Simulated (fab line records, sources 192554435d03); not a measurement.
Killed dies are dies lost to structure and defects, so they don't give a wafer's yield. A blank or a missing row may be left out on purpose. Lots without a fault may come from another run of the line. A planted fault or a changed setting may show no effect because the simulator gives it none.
fab line records | flow n5_finfet
record lots=7 wafers=21
route steps=1938 shown BEOL_M0_SAQP@638 BEOL_M1@758 BEOL_M2@882 BEOL_M3@931 BEOL_M4@1028
start_h: hours from the record's first day to the start of the lot's first wafer shown | wait_h: hours since the lot's step before | " the same as in the row above | L1.1+2: a row that stands for several wafers | - no value, or no start given | * or withheld: withheld | < > ~ a bound
route shown NAME@n: a module of which the file shows steps, and the number in the route of the first | usual: mean/standard deviation of fault-free wafers | same: alike in all rows | chamber/n: place in a boat | sites: the reading at each site | _std_site: their standard deviation | _edge_site: outer sites' mean less inner sites' | radius_mm: how far each site lies from the wafer's centre | mask NAME#n: copy n | behind: the tool/chamber that last shaped the wafer | hold: why the lot was held/for how many hours/how that ended | device: the transistor (n, p or np) that didn't switch | end of line: the same wafers' tests at the end of the route | a step without rows: its recipe alone | killed: dies lost to structure and defects at the first sort, not the wafer's yield | map: a wafer's dies, x killed, . not, _ none there
set.NAME: the setting as run; set.NAME@STEP: as run at that earlier step | model.NAME: the simulator's own value behind a step, which no gauge read
lots whose settings were changed on purpose; a table a step, a row a wafer
## steps
# step N5_BEOL_M0_SAQP_PECVD_04
# recipe material=a-Si target_thk_a=600 temp_c=350 precursor=SiH4/He pressure_torr=3 rf_w=100 time_s=60.2
# columns lot.wafer tool chamber start_h wait_h set.time_s model.a-Si_of_BEOL_M0_SAQP_PECVD_04.thk_nm
L077.1 pecvd-01 0 125.27 0.0 60.2 60.2
L077.2 " 1 " " 60.2 61.2
L077.3 " 1 " " 69.06 70
L078.3 pecvd-03 2 132.26 0.0 60.2 60
L078.4 " 2 " " 63.8 63.8
L078.5 " 1 " " 63.8 63.2
L079.2 pecvd-03 2 137.68 0.0 60.2 59
L079.4 " 2 " " 60.2 60.4
L079.5 " 0 " " 66.79 66.2
L080.3 pecvd-03 0 144.64 0.0 60.2 58.6
L080.4 " 1 " " 54.31 54.6
L080.5 " 0 " " 60.2 60.2
L091.4 pecvd-01 1 208.83 0.1 60.2 61.8
L091.5 " 0 " " 65.07 65.2
L091.6 " 1 " " 65.07 66.2
L094.2 pecvd-02 0 228.40 0.0 60.2 59.6
L094.3 " 0 " " 60.2 60.6
L094.4 " 1 " " 60.2 61
L095.2 pecvd-03 2 235.02 0.0 52 50.8
L095.3 " 1 " " 52 51.6
L095.5 " 1 " " 60.2 60.8
# step N5_BEOL_M0_SAQP_THK_MEAS_05
# usual thk_nm=60.1/0.9
# columns lot.wafer tool chamber start_h wait_h set.time_s@BEOL_M0_SAQP_PECVD_04 thk_nm
L077.1 film_metro-01 - 125.40 0.1 60.2 60.3
L077.2 " - " " 60.2 61.2
L077.3 " - " " 69.06 70.0
L078.3 film_metro-01 - 132.36 0.1 60.2 59.9
L078.4 " - " " 63.8 63.8
L078.5 " - " " 63.8 63.2
L079.2 film_metro-02 - 137.78 0.1 60.2 59.1
L079.4 " - " " 60.2 60.4
L079.5 " - " " 66.79 66.1
L080.3 film_metro-02 - 144.74 0.1 60.2 58.5
L080.4 " - " " 54.31 54.6
L080.5 " - " " 60.2 60.3
L091.4 film_metro-02 - 208.93 0.1 60.2 61.8
L091.5 " - " " 65.07 65.2
L091.6 " - " " 65.07 66.1
L094.2 film_metro-02 - 228.53 0.1 60.2 59.7
L094.3 " - " " 60.2 60.6
L094.4 " - " " 60.2 61.1
L095.2 film_metro-02 - 235.12 0.1 52 50.8
L095.3 " - " " 52 51.6
L095.5 " - " " 60.2 60.8
# step N5_BEOL_M0_SAQP_HM_DEP_111
# recipe material=SiO2 target_thk_a=120 temp_c=400 precursor=SiH4/N2O pressure_torr=0.75 rf_w=275 time_s=7.2
# step N5_BEOL_M0_SAQP_COAT_81
# recipe resist=SOC temp_c=250 time_s=60 spin_rpm=1500 resist_thk_nm=100
# step N5_BEOL_M0_SAQP_HM_OPEN_112
# recipe chemistry=CHF3/O2 target=SiO2 stop_on=a-Si target_depth_a=120 over_etch_frac=1.25 mask_material=SOC time_s=13.5 pressure_mtorr=30 source_w=650 bias_w=170 Ar_flow_sccm=200 CHF3_flow_sccm=50 O2_flow_sccm=5 ion_energy_ev=200 ends=end_point
# step N5_BEOL_M0_SAQP_STRIP_113
# recipe chemistry=CHF3/O2 resist=SiARC rf_frequency_hz=6e+07
# step N5_BEOL_M0_SAQP_MANDREL_ETCH_20
# recipe target_depth_a=600 chemistry=HBr/Cl2 target=a-Si stop_on=SiNx bt_time_s=10 mask_material=SOC over_etch_frac=0.5 time_s=30 pressure_mtorr=10 icp_w=800 bias_w=75 HBr_flow_sccm=150 Cl2_flow_sccm=80 ends=end_point
# columns lot.wafer tool chamber start_h wait_h set.time_s@BEOL_M0_SAQP_PECVD_04 model.etch.depth_nm
L077.1 rie_si-02 0 126.12 0.0 60.2 60.22
L077.2 " 3 " " 60.2 61.06
L077.3 " 1 " " 69.06 69.92
L078.3 rie_si-05 3 133.35 0.0 60.2 59.97
L078.4 " 1 " " 63.8 63.76
L078.5 " 2 " " 63.8 63.23
L079.2 rie_si-02 1 138.74 0.0 60.2 59.03
L079.4 " 3 " " 60.2 60.47
L079.5 " 2 " " 66.79 66.09
L080.3 rie_si-05 0 145.68 0.0 60.2 58.55
L080.4 " 2 " " 54.31 54.62
L080.5 " 2 " " 60.2 60.24
L091.4 rie_si-02 1 209.92 0.0 60.2 61.84
L091.5 " 0 " " 65.07 65.19
L091.6 " 3 " " 65.07 66.13
L094.2 rie_si-02 0 229.38 0.0 60.2 59.58
L094.3 " 2 " " 60.2 60.5
L094.4 " 1 " " 60.2 61
L095.2 rie_si-02 1 235.84 0.0 52 50.76
L095.3 " 0 " " 52 51.56
L095.5 " 1 " " 60.2 60.78
# step N5_BEOL_M0_SAQP_STRIP_86
# recipe chemistry=N2/H2 power_w=500 temp_c=40 pressure_mtorr=50 rf_frequency_hz=6e+07 overash_fraction=0.3 bias_power_w=28 h2_frac=0.5 n2_flow_sccm=300 h2_flow_sccm=300
# step N5_BEOL_M0_SAQP_STRIP_115
# recipe chemistry=post_etch_residue_remover time_s=60 temp_c=25 remover_ph=withheld remover_water_wt_pct=withheld remover_fluoride_wt_pct=withheld
# step N5_BEOL_M0_SAQP_ETCH_101
# recipe chemistry=CH3F/O2 target=SiNx mask_material=SiO2 target_depth_a=299 time_s=42.7 pressure_mtorr=30 source_w=395 bias_w=73 Ar_flow_sccm=150 CH3F_flow_sccm=30 O2_flow_sccm=20 ion_energy_ev=120
# step N5_BEOL_M0_SAQP_ETCH_102
# recipe chemistry=CF4 target=SiO2 target_depth_a=40 ion_energy_ev=350 time_s=4.4 pressure_mtorr=10 icp_w=800 bias_w=400 cf4_flow_sccm=80
# step N5_BEOL_M0_SAQP_MANDREL_ETCH_103
# recipe chemistry=HBr/Cl2 target=a-Si target_depth_a=450 bt_time_s=10 stop_on=SiCN mask_material=SiO2 over_etch_frac=0.8 time_s=27 pressure_mtorr=10 icp_w=800 bias_w=75 HBr_flow_sccm=150 Cl2_flow_sccm=80 ends=end_point
# columns lot.wafer tool chamber start_h wait_h set.time_s@BEOL_M0_SAQP_PECVD_96 model.etch.depth_nm
L077.1 rie_si-02 1 127.58 0.0 45.2 44.63
L077.2 " 3 " " 49.35 47.03
L077.3 " 0 " " 45.2 44.21
L078.3 rie_si-05 3 135.47 0.0 47.34 46.8
L078.4 " 0 " " 47.34 47.85
L078.5 " 0 " " 45.2 45.23
L079.2 rie_si-02 0 140.53 0.0 41.35 40.75
L079.4 " 2 " " 45.2 45.03
L079.5 " 3 " " 45.2 45.2
L080.3 rie_si-02 0 147.21 0.0 45.2 44.53
L080.4 " 3 " " 45.2 45.29
L080.5 " 2 " " 45.2 45
L091.4 rie_si-02 2 211.55 0.0 49.67 49.51
L091.5 " 1 " " 45.2 45.52
L091.6 " 2 " " 49.67 49.24
L094.2 rie_si-05 3 231.16 0.0 45.2 43.85
L094.3 " 1 " " 45.2 44.65
L094.4 " 0 " " 45.2 44.64
L095.2 rie_si-05 1 237.57 0.0 45.2 45.07
L095.3 " 0 " " 49.88 49.49
L095.5 " 3 " " 49.88 49.61
# step N5_BEOL_M0_SAQP_RECESS_104
# recipe chemistry=HF/NH3 target=SiO2 target_depth_a=180 afs_cycles=3 temp_c=30 sublimation_temp_c=180 sublimation_time_s=60
# step N5_BEOL_M0_SAQP_COAT_105
# recipe resist=SOC temp_c=250 time_s=60 spin_rpm=1500 resist_thk_nm=100
# step N5_BEOL_M0_SAQP_ETCH_106
# recipe chemistry=N2/H2 target=SOC target_depth_a=1500 stop_on=SiNx ion_energy_ev=100 bias_w=61 pressure_mtorr=30 source_w=850 n2_flow_sccm=200 h2_flow_sccm=200
# step N5_BEOL_M0_SAQP_ETCH_107
# recipe chemistry=CH3F/O2 target=SiNx target_depth_a=300 mask_material=SOC pressure_mtorr=30 source_w=395 bias_w=73 Ar_flow_sccm=150 CH3F_flow_sccm=30 O2_flow_sccm=20 ion_energy_ev=120
# columns lot.wafer tool chamber start_h wait_h set.time_s@BEOL_M0_SAQP_PECVD_96 model.a-Si_of_BEOL_M0_SAQP_PECVD_96.thk_nm
L077.1 rie_diel-03 1 128.17 0.0 45.2 44
L077.2 " 2 " " 49.35 46.4
L077.3 " 3 " " 45.2 43.6
L078.3 rie_diel-02 0 136.06 0.0 47.34 46.2
L078.4 " 3 " " 47.34 47.2
L078.5 " 2 " " 45.2 44.6
L079.2 rie_diel-01 0 141.18 0.0 41.35 40.2
L079.4 " 1 " " 45.2 44.4
L079.5 " 3 " " 45.2 44.6
L080.3 rie_diel-03 1 147.99 0.0 45.2 44
L080.4 " 3 " " 45.2 44.6
L080.5 " 0 " " 45.2 44.4
L091.4 rie_diel-01 0 212.23 0.0 49.67 49
L091.5 " 0 " " 45.2 45
L091.6 " 3 " " 49.67 48.6
L094.2 rie_diel-02 2 231.76 0.0 45.2 43.2
L094.3+4 " 0,3 " " 45.2 44
L095.2 rie_diel-02 1 238.16 0.0 45.2 44.4
L095.3+5 " 0,2 " " 49.88 49
# step N5_BEOL_M1_COAT_05
# recipe resist=CAR-EUV spin_rpm=1500 resist_thk_nm=30
# columns lot.wafer tool chamber start_h wait_h set.spin_rpm model.CAR-EUV_of_BEOL_M1_COAT_05.thk_nm
L077.1 litho_track-05 0 - - 1620 28.8
L077.2 " 0 " " 1620 28.6
L077.3 " 0 " " 1500 29.8
L078.3+4 litho_track-03 0 - - 1500 30
L078.5 " 0 " " 1500 29.8
L079.2+4 litho_track-05 0 - - 1500 29.8
L079.5 " 0 " " 1638 28.6
L080.3+5 litho_track-04 0 - - 1500 30
L080.4 " 0 " " 1655 28.6
L091.4+5 litho_track-04 0 - - 1333 32
L091.6 " 0 " " 1500 30.2
L094.2+3+4 litho_track-05 0 - - 1500 30
L095.2 litho_track-03 0 - - 1391 31.2
L095.3 " 0 " " 1391 31.4
L095.5 " 0 " " 1500 30.2
# step N5_BEOL_M1_EBR_07
# recipe solvent=PGMEA ebr_width_mm=1.5
# step N5_BEOL_M1_SOFTBAKE_06
# recipe temp_c=110 time_s=60 resist=CAR-EUV
# step N5_BEOL_M1_EXPOSE_08
# recipe mask_id=M1 na=0.33 source_shape=dipole sigma_inner=0.369 sigma_outer=0.767 polarization=unpolarized dose_mj=33
# step N5_BEOL_M1_PEB_09
# recipe peb_temp_c=100 peb_time_s=60 resist=CAR-EUV
# step N5_BEOL_M1_DEVELOP_10
# recipe develop_time_s=30 developer=TMAH resist=CAR-EUV rinse_liquid=surfactant_rinse dry=air_spin dev_temp_c=23
# columns lot.wafer tool chamber start_h wait_h set.spin_rpm@BEOL_M1_COAT_05 model.CAR-EUV_of_BEOL_M1_COAT_05.thk_nm
L077.1+2 litho_track-05 0 - - 1620 28.2
L077.3 " 0 " " 1500 29.4
L078.3+4+5 litho_track-05 0 - - 1500 29.4
L079.2+4 litho_track-04 0 - - 1500 29.4
L079.5 " 0 " " 1638 28.2
L080.3+5 litho_track-03 0 - - 1500 29.6
L080.4 " 0 " " 1655 28
L091.4 litho_track-04 0 - - 1333 31.6
L091.5 " 0 " " 1333 31.4
L091.6 " 0 " " 1500 29.6
L094.2+3+4 litho_track-04 0 - - 1500 29.6
L095.2+3 litho_track-05 0 - - 1391 30.8
L095.5 " 0 " " 1500 29.6
# step N5_BEOL_M2_ALD_98
# recipe material=SiO2 target_thk_a=25 temp_c=100 ald_precursor_family=BDEAS ald_co_reactant=O2-plasma pulse_time_s=1 co_reactant_pulse_time_s=1 purge_time_s=2 co_reactant_purge_time_s=2 ald_cycles=17 pressure_torr=2
# columns lot.wafer tool chamber start_h wait_h set.ald_cycles model.SiO2_of_BEOL_M2_ALD_98.thk_nm
L077.1 ald_sin-03 2 150.79 0.1 17 2.4
L077.2 " 0 " " 17 2.6
L077.3 " 3 " " 18 2.6
L078.3 ald_sin-03 0 157.05 0.2 17 2.4
L078.4+5 " 3,0 " " 19 2.8
L079.2+4 ald_sin-01 0,3 161.34 0.1 17 2.4
L079.5 " 1 " " 19 2.8
L080.3 ald_sin-01 3 176.45 0.1 17 2.4
L080.4+5 " 1 " " 17 2.6
L091.4+5 ald_sin-02 1,2 239.21 0.9 15 2.2
L091.6 " 1 " " 17 2.4
L094.2+3+4 ald_sin-02 2,1,0 254.25 0.1 17 2.4
L095.2+3+5 ald_sin-01 0,1,1 265.96 0.1 17 2.6
# step N5_BEOL_M2_TRENCH_ETCH_37
# recipe chemistry=C4F6/O2 target_depth_a=555.55 target=SiOC time_s=29.2 ion_energy_ev=250 pressure_mtorr=30 source_w=355 bias_w=185 Ar_flow_sccm=300 C4F6_flow_sccm=10 O2_flow_sccm=10
# usual rf_vpp_V=660/14
# columns lot.wafer tool chamber start_h wait_h set.bias_w rf_vpp_V
L077.1 rie_diel-04 3 - - 185 657
L077.2 " 0 " " 158.3 577
L077.3 " 2 " " 185 650
L078.3 rie_diel-04 3 - - 185 657
L078.4 " 0 " " 185 652
L078.5 " 3 " " 185 658
L079.2 rie_diel-04 2 - - 185 649
L079.4 " 1 " " 195.7 681
L079.5 " 3 " " 195.7 688
L080.3 rie_diel-04 2 - - 185 649
L080.4 " 3 " " 171.7 620
L080.5 " 3 " " 185 657
L091.4 rie_diel-05 1 - - 185 657
L091.5 " 2 " " 185 660
L091.6 " 1 " " 185 657
L094.2 rie_diel-04 2 - - 185 649
L094.3 " 1 " " 185 650
L094.4 " 3 " " 185 657
L095.2 rie_diel-04 0 - - 205.8 722
L095.3 " 3 " " 205.8 715
L095.5 " 2 " " 185 649
# step N5_BEOL_M3_ILD_DEP_00
# recipe material=SiOC target_thk_a=790 temp_c=350 precursor=DEMS/O2 pressure_torr=5 rf_w=500 time_s=15.3
# columns lot.wafer tool chamber start_h wait_h set.time_s model.SiOC_of_BEOL_M3_ILD_DEP_00.thk_nm
L077.1 pecvd-03 1 157.84 0.0 15.3 79.4
L077.2 " 0 " " 15.3 79.2
L077.3 " 2 " " 15.3 80
L078.3 pecvd-02 1 162.86 0.0 16.92 86.4
L078.4 " 1 " " 15.3 79
L078.5 " 0 " " 15.3 78.2
L079.2 pecvd-01 0 174.70 0.0 15.3 78.8
L079.4 " 0 " " 13.73 72.8
L079.5 " 1 " " 13.73 72.2
L080.3 pecvd-01 2 181.56 0.0 15.3 79
L080.4 " 2 " " 15.3 79.8
L080.5 " 0 " " 15.3 80.6
L091.4 pecvd-03 1 244.59 0.1 15.3 78
L091.5 " 2 " " 14.44 74.6
L091.6 " 0 " " 15.3 80.2
L094.2 pecvd-03 2 271.73 0.0 15.3 77.2
L094.3 " 1 " " 15.3 77
L094.4 " 1 " " 15.3 78.6
L095.2 pecvd-02 0 278.79 0.0 15.3 76.6
L095.3 " 2 " " 15.3 77.2
L095.5 " 2 " " 15.3 79.6
# step N5_BEOL_M3_THK_MEAS_01
# recipe reads=SiOC_of_BEOL_M3_ILD_DEP_00
# usual M3_ILD_THK=78.8/1.1
# columns lot.wafer tool chamber start_h wait_h set.time_s@BEOL_M3_ILD_DEP_00 M3_ILD_THK[nm]
L077.1 film_metro-01 - 157.91 0.0 15.3 79.4
L077.2 " - " " 15.3 79.1
L077.3 " - " " 15.3 79.9
L078.3 film_metro-01 - 162.93 0.1 16.92 86.3
L078.4 " - " " 15.3 79.1
L078.5 " - " " 15.3 78.3
L079.2 film_metro-01 - 174.77 0.1 15.3 78.8
L079.4 " - " " 13.73 72.7
L079.5 " - " " 13.73 72.2
L080.3 film_metro-02 - 181.62 0.1 15.3 79.1
L080.4 " - " " 15.3 79.8
L080.5 " - " " 15.3 80.5
L091.4 film_metro-01 - 244.64 0.0 15.3 78.0
L091.5 " - " " 14.44 74.7
L091.6 " - " " 15.3 80.2
L094.2 film_metro-02 - 271.80 0.1 15.3 77.2
L094.3 " - " " 15.3 77.0
L094.4 " - " " 15.3 78.7
L095.2 film_metro-02 - 278.86 0.1 15.3 76.5
L095.3 " - " " 15.3 77.1
L095.5 " - " " 15.3 79.6
# step N5_BEOL_M3_PECVD_72
# recipe material=SiO2 target_thk_a=160 temp_c=400 precursor=TEOS/O2 pressure_torr=5.5 rf_w=450 teos_flow_sccm=53.8 gas=O2 flow_sccm=3000 time_s=18
# columns lot.wafer tool chamber start_h wait_h set.temp_c model.SiO2_of_BEOL_M3_PECVD_72.thk_nm
L077.1+2 pecvd-02 0,2 157.95 0.0 384.6 17.2
L077.3 " 1 " " 384.6 17.4
L078.3 pecvd-01 1 162.96 0.0 400 15.6
L078.4 " 2 " " 400 16.2
L078.5 " 0 " " 400 16
L079.2 pecvd-03 1 174.81 0.0 400 15.6
L079.4+5 " 1,0 " " 400 16.2
L080.3 pecvd-03 1 181.66 0.0 413.6 14.2
L080.4 " 1 " " 400 15.8
L080.5 " 2 " " 400 16.4
L091.4+6 pecvd-02 1,0 244.69 0.1 400 16.2
L091.5 " 1 " " 400 16
L094.2+3 pecvd-02 1,0 271.83 0.0 400 15.8
L094.4 " 1 " " 400 16.2
L095.2 pecvd-01 1 278.90 0.0 400 16
L095.3 " 0 " " 392.1 17
L095.5 " 1 " " 392.1 17.2
# step N5_BEOL_M3_HM_DEP_02
# recipe material=TiN target_thk_a=200 temp_c=25 chamber_pressure_pa=0.49996
# step N5_BEOL_M3_COAT_61
# recipe resist=SOC temp_c=250 time_s=60 spin_rpm=1500 resist_thk_nm=60
# step N5_BEOL_M3_STRIP_97
# recipe chemistry=N2/H2 time_s=10 power_w=450 temp_c=40 pressure_mtorr=20 rf_frequency_hz=6e+07 bias_power_w=7 n2_flow_sccm=200 h2_flow_sccm=200
# step N5_BEOL_M3_HM_STRIP_39
# recipe chemistry=peroxide_tin_strip material=TiN target_depth_a=250 temp_c=50 time_s=158
# columns lot.wafer tool chamber start_h wait_h set.temp_c@BEOL_M3_PECVD_72 model.SiO2_of_BEOL_M3_PECVD_72.thk_nm
L077.1+2 wet_bench-03 1,2 170.59 0.0 384.6 17
L077.3 " 4 " " 384.6 17.2
L078.3 wet_bench-02 2 174.28 0.0 400 15.6
L078.4 " 7 " " 400 16
L078.5 " 5 " " 400 15.8
L079.2 wet_bench-04 1 179.07 0.0 400 15.4
L079.4 " 3 " " 400 16.2
L079.5 " 4 " " 400 16
L080.3 wet_bench-02 3 186.21 0.0 413.6 14
L080.4 " 1 " " 400 15.8
L080.5 " 2 " " 400 16.2
L091.4 wet_bench-02 0 252.17 0.0 400 16
L091.5 " 3 " " 400 15.8
L091.6 " 5 " " 400 16.2
L094.2+3 wet_bench-03 6,0 277.99 0.0 400 15.8
L094.4 " 3 " " 400 16
L095.2 wet_bench-02 4 285.21 0.0 400 16
L095.3+5 " 3,6 " " 392.1 17
# step N5_BEOL_M4_COAT_05
# recipe resist=CAR-EUV spin_rpm=1500 resist_thk_nm=30
# columns lot.wafer tool chamber start_h wait_h set.spin_rpm model.CAR-EUV_of_BEOL_M4_COAT_05.thk_nm
L077.1 litho_track-01 0 - - 1584 29.2
L077.2 " 0 " " 1500 30.2
L077.3 " 0 " " 1500 30
L078.3+4 litho_track-04 0 - - 1500 30
L078.5 " 0 " " 1602 29
L079.2 litho_track-04 0 - - 1564 29.4
L079.4 " 0 " " 1500 30
L079.5 " 0 " " 1500 30.2
L080.3+4 litho_track-03 0 - - 1500 30.2
L080.5 " 0 " " 1594 29.2
L091.4+5+6 litho_track-01 0 - - 1500 30.2
L094.2+3+4 litho_track-03 0 - - 1500 29.8
L095.2 litho_track-03 0 - - 1500 30
L095.3+5 " 0 " " 1374 31.4
# step N5_BEOL_M4_EBR_07
# recipe solvent=PGMEA ebr_width_mm=1.5
# step N5_BEOL_M4_SOFTBAKE_06
# recipe temp_c=110 time_s=60 resist=CAR-EUV
# step N5_BEOL_M4_EXPOSE_08
# recipe mask_id=M4 na=0.33 source_shape=dipole sigma_inner=0.369 sigma_outer=0.767 polarization=unpolarized dose_mj=41.25
# step N5_BEOL_M4_PEB_09
# recipe peb_temp_c=100 peb_time_s=60 resist=CAR-EUV
# step N5_BEOL_M4_DEVELOP_10
# recipe develop_time_s=30 developer=TMAH resist=CAR-EUV rinse_liquid=surfactant_rinse dry=air_spin dev_temp_c=23
# columns lot.wafer tool chamber start_h wait_h set.spin_rpm@BEOL_M4_COAT_05 model.CAR-EUV_of_BEOL_M4_COAT_05.thk_nm
L077.1 litho_track-03 0 - - 1584 28.8
L077.2+3 " 0 " " 1500 29.6
L078.3 litho_track-03 0 - - 1500 29.4
L078.4 " 0 " " 1500 29.6
L078.5 " 0 " " 1602 28.6
L079.2 litho_track-04 0 - - 1564 29
L079.4+5 " 0 " " 1500 29.6
L080.3+4 litho_track-01 0 - - 1500 29.6
L080.5 " 0 " " 1594 28.8
L091.4+5+6 litho_track-01 0 - - 1500 29.8
L094.2+3+4 litho_track-03 0 - - 1500 29.4
L095.2 litho_track-04 0 - - 1500 29.6
L095.3+5 " 0 " " 1374 31
## key
split step=N5_BEOL_M0_SAQP_PECVD_04 setting=time_s stated=60.2 by=wafer
response step=N5_BEOL_M0_SAQP_PECVD_04 reading=model.a-Si_of_BEOL_M0_SAQP_PECVD_04.thk_nm change=+0.61 per=1% r=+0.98
response step=N5_BEOL_M0_SAQP_THK_MEAS_05 reading=thk_nm change=* per=1% r=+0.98
response step=N5_BEOL_M0_SAQP_MANDREL_ETCH_20 reading=model.etch.depth_nm change=+0.606 per=1% r=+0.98
split step=N5_BEOL_M1_COAT_05 setting=spin_rpm stated=1500 by=wafer
response step=N5_BEOL_M1_COAT_05 reading=model.CAR-EUV_of_BEOL_M1_COAT_05.thk_nm change=-0.144 per=1% r=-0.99
response step=N5_BEOL_M1_DEVELOP_10 reading=model.CAR-EUV_of_BEOL_M1_COAT_05.thk_nm change=-0.155 per=1% r=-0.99
split step=N5_BEOL_M2_ALD_98 setting=ald_cycles stated=17 by=wafer
response step=N5_BEOL_M2_ALD_98 reading=model.SiO2_of_BEOL_M2_ALD_98.thk_nm change=+0.0275 per=1% r=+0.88
split step=N5_BEOL_M2_TRENCH_ETCH_37 setting=bias_w stated=185 by=wafer
response step=N5_BEOL_M2_TRENCH_ETCH_37 reading=rf_vpp_V change=+5.56 per=1% r=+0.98
split step=N5_BEOL_M3_ILD_DEP_00 setting=time_s stated=15.3 by=wafer
response step=N5_BEOL_M3_ILD_DEP_00 reading=model.SiOC_of_BEOL_M3_ILD_DEP_00.thk_nm change=+0.693 per=1% r=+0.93
response step=N5_BEOL_M3_THK_MEAS_01 reading=M3_ILD_THK change=+0.687 per=1% r=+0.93
split step=N5_BEOL_M3_PECVD_72 setting=temp_c stated=400 by=wafer
response step=N5_BEOL_M3_PECVD_72 reading=model.SiO2_of_BEOL_M3_PECVD_72.thk_nm change=-0.558 per=1% r=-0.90
response step=N5_BEOL_M3_HM_STRIP_39 reading=model.SiO2_of_BEOL_M3_PECVD_72.thk_nm change=-0.568 per=1% r=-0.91
split step=N5_BEOL_M4_COAT_05 setting=spin_rpm stated=1500 by=wafer
response step=N5_BEOL_M4_COAT_05 reading=model.CAR-EUV_of_BEOL_M4_COAT_05.thk_nm change=-0.16 per=1% r=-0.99
response step=N5_BEOL_M4_DEVELOP_10 reading=model.CAR-EUV_of_BEOL_M4_COAT_05.thk_nm change=-0.146 per=1% r=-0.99
split outside_this_file step=N5_BEOL_M0_SAQP_PECVD_96 setting=time_s
# split outside_this_file: this setting was split too, and the file shows its column; the key of that split is in another file
